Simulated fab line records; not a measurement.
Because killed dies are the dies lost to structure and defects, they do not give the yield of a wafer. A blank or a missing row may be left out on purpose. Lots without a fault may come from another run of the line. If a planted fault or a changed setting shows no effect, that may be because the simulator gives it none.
Which tool did it? | flow nand_harc | Sampling: 12 lots, 36 wafers, 3 of 1302 route steps

== WHAT THE GAUGES SHOWED, per wafer ==
NHARC_P_ZERO_WELL_CD_MEAS_37: target cd 720 nm.
lot  | measured     | on        | cd_nm (nm)
L939 | day 2 00:07  | cd_sem-02 | 723.5 722.4 720.3
L942 | day 3 06:17  | cd_sem-02 | 717.0 719.0 718.4
L943 | day 3 15:58  | cd_sem-03 | 718.9 722.9 717.6
L944 | day 4 02:05  | cd_sem-01 | 720.0 719.8 721.4
L949 | day 6 04:05  | cd_sem-02 | 767.1 766.2 769.1
L951 | day 7 03:57  | cd_sem-03 | 719.8 720.5 722.1
L955 | day 8 16:10  | cd_sem-03 | 724.1 719.9 719.4
L956 | day 9 02:07  | cd_sem-01 | 720.4 719.9 719.7
L959 | day 10 08:08 | cd_sem-03 | 719.4 719.3 718.8
L960 | day 10 18:01 | cd_sem-03 | 718.9 724.0 718.8
L961 | day 11 04:08 | cd_sem-02 | 723.3 720.9 723.8
L962 | day 11 14:22 | cd_sem-03 | 723.3 722.0 720.6

NHARC_P_ZERO_WELL_INSPECT_43.
lot  | measured     | on                | raw_defect_count
L939 | day 2 03:28  | defect_inspect-01 | 18 6 7
L942 | day 3 09:44  | defect_inspect-01 | 10 10 8
L943 | day 3 19:25  | defect_inspect-02 | 9 8 17
L944 | day 4 05:34  | defect_inspect-02 | 7 22 17
L949 | day 6 07:24  | defect_inspect-01 | 9 7 13
L951 | day 7 09:29  | defect_inspect-01 | 13 14 11
L955 | day 8 19:37  | defect_inspect-01 | 17 15 16
L956 | day 9 05:33  | defect_inspect-02 | 12 14 6
L959 | day 10 12:25 | defect_inspect-01 | 23 20 13
L960 | day 10 21:28 | defect_inspect-01 | 16 12 10
L961 | day 11 07:36 | defect_inspect-01 | 16 25 17
L962 | day 11 17:52 | defect_inspect-02 | 13 10 9

== WHAT TOOL EACH LOT RAN ON (gives the tool, then ch and the chambers of the sampled wafers, and finally the start) ==
lot  | NHARC_P_ZERO_WELL_EXPOSE_34
L939 | krf_scanner-01 ch 0, day 1 23:58
L942 | krf_scanner-01 ch 0, day 3 06:08
L943 | krf_scanner-04 ch 0, day 3 15:49
L944 | krf_scanner-04 ch 0, day 4 01:56
L949 | krf_scanner-01 ch 0, day 6 03:56
L951 | krf_scanner-01 ch 0, day 7 03:48
L955 | krf_scanner-02 ch 0, day 8 16:00
L956 | krf_scanner-02 ch 0, day 9 01:57
L959 | krf_scanner-04 ch 0, day 10 07:58
L960 | krf_scanner-04 ch 0, day 10 17:51
L961 | krf_scanner-04 ch 0, day 11 03:59
L962 | krf_scanner-01 ch 0, day 11 14:13
- NHARC_P_ZERO_WELL_EXPOSE_34: exposes mask P PWELL, target cd 720 nm.

== AS READ BY THE TOOLS THEMSELVES (means over the sampled wafers that have a number; for cases with no such wafer, the mark the record gives instead) ==
The record holds no such reading with a usual standard deviation.

== THE ANSWER, worked out from the rows above alone ==
Rule: the lots themselves supply what counts as usual. Put in order of their means at a reading, lots are off if they are a third of the lots or fewer, leave a main group of 4 or more, and stand apart from it by a gap of 3 or more times the standard deviation of the main group's means; of several such gaps the widest counts. Not used: any main group whose means are identical at the precision the tables above print for the reading. A lot without any number at a reading at which 4 lots or more have one is off too. Where the step has rows for the other lots, those lots are counted as sound. The gauges are gone through in route order, then the tools' own readings, and for those a lot's mean is taken as printed above. The first step at which some lot is off is used, and at that step the reading that is off furthest; a lot without a number counts as furthest.
Off, at NHARC_P_ZERO_WELL_CD_MEAS_37 on cd_nm: L949. For the main group the mean is 720.6 nm and the standard deviation 1.3.
A tool fits if, at a process step before that reading, it ran every lot that is off, and no sound lot after the first of them. Those tools and the gauges at NHARC_P_ZERO_WELL_CD_MEAS_37 are tried in the same way. Not one of the candidates tried fits.

== WHAT THE SIMULATOR PUT IN ==
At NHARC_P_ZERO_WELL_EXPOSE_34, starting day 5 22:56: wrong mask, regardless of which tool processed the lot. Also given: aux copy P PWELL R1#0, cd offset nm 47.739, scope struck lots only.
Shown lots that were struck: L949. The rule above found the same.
